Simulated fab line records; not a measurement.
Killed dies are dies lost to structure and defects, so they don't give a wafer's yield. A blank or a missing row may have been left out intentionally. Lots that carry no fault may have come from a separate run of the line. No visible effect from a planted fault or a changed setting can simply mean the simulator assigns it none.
Chamber matching :: flow nandHarc :: NHARC_P_M0_ETCH_34 on rieDiel-05 has 4 sister chambers
The step etches the open film in N2/H2, target depth 40 nm, overetch 12 nm, time 43.94 s. 8 wafers are shown with their chamber, then 10 later ones without.

WAFERS, EACH WITH ITS CHAMBER
wafer: L078.6
chamber: 3
drypumpMotorCurrentA (A): 5.7
rfVppV (V): 435.4

wafer: L079.4
chamber: 0
drypumpMotorCurrentA (A): 6.1
rfVppV (V): 433.4

wafer: L079.6
chamber: 1
drypumpMotorCurrentA (A): 5.5
rfVppV (V): 426.3

wafer: L082.1
chamber: 2
drypumpMotorCurrentA (A): 6.2
rfVppV (V): 429.3

wafer: L082.2
chamber: 1
drypumpMotorCurrentA (A): 5.5
rfVppV (V): 428.1

wafer: L082.4
chamber: 0
drypumpMotorCurrentA (A): 6.2
rfVppV (V): 435.0

wafer: L087.1
chamber: 2
drypumpMotorCurrentA (A): 6.1
rfVppV (V): 428.9

wafer: L087.3
chamber: 3
drypumpMotorCurrentA (A): 5.7
rfVppV (V): 433.9

WAFERS WHOSE CHAMBER IS MISSING
wafer: L087.5
drypumpMotorCurrentA (A): 5.7
rfVppV (V): 434.0

wafer: L086.1
drypumpMotorCurrentA (A): 6.2
rfVppV (V): 429.9

wafer: L086.2
drypumpMotorCurrentA (A): 6.2
rfVppV (V): 434.1

wafer: L086.4
drypumpMotorCurrentA (A): 5.7
rfVppV (V): 433.0

wafer: L088.3
drypumpMotorCurrentA (A): 6.2
rfVppV (V): 435.3

wafer: L088.4
drypumpMotorCurrentA (A): 5.5
rfVppV (V): 427.5

wafer: L088.6
drypumpMotorCurrentA (A): 5.7
rfVppV (V): 433.8

wafer: L092.2
drypumpMotorCurrentA (A): 6.1
rfVppV (V): 429.2

wafer: L092.3
drypumpMotorCurrentA (A): 5.7
rfVppV (V): 431.8

wafer: L092.6
drypumpMotorCurrentA (A): 5.7
rfVppV (V): 433.6

THE CHAMBER EACH PASSED THROUGH
wafer: L087.5
from the rows above: 3
in truth: 3

wafer: L086.1
from the rows above: 2
in truth: 2

wafer: L086.2
from the rows above: 0
in truth: 0

wafer: L086.4
from the rows above: 3
in truth: 3

wafer: L088.3
from the rows above: 0
in truth: 0

wafer: L088.4
from the rows above: 1
in truth: 1

wafer: L088.6
from the rows above: 3
in truth: 3

wafer: L092.2
from the rows above: 2
in truth: 2

wafer: L092.3
from the rows above: 3
in truth: 3

wafer: L092.6
from the rows above: 3
in truth: 3
Correctly placed: 10 of 10. Can't be placed from these rows: 0. Number placed wrongly: 0.
How it was worked out, from the rows above alone: a wafer's distance from a chamber is the root of the sum, over the readings, of the square of ((its reading less the chamber's mean) divided by the reading's scatter). If the next closest chamber is less than 2 further off than the closest, the wafer can't be placed; otherwise it belongs to the closest. The mean given for a chamber averages the wafers shown for that chamber. The scatter: take each reading less its chamber's mean, square it, sum over the shown wafers, divide by the number of wafers less the number of chambers, and take the root.
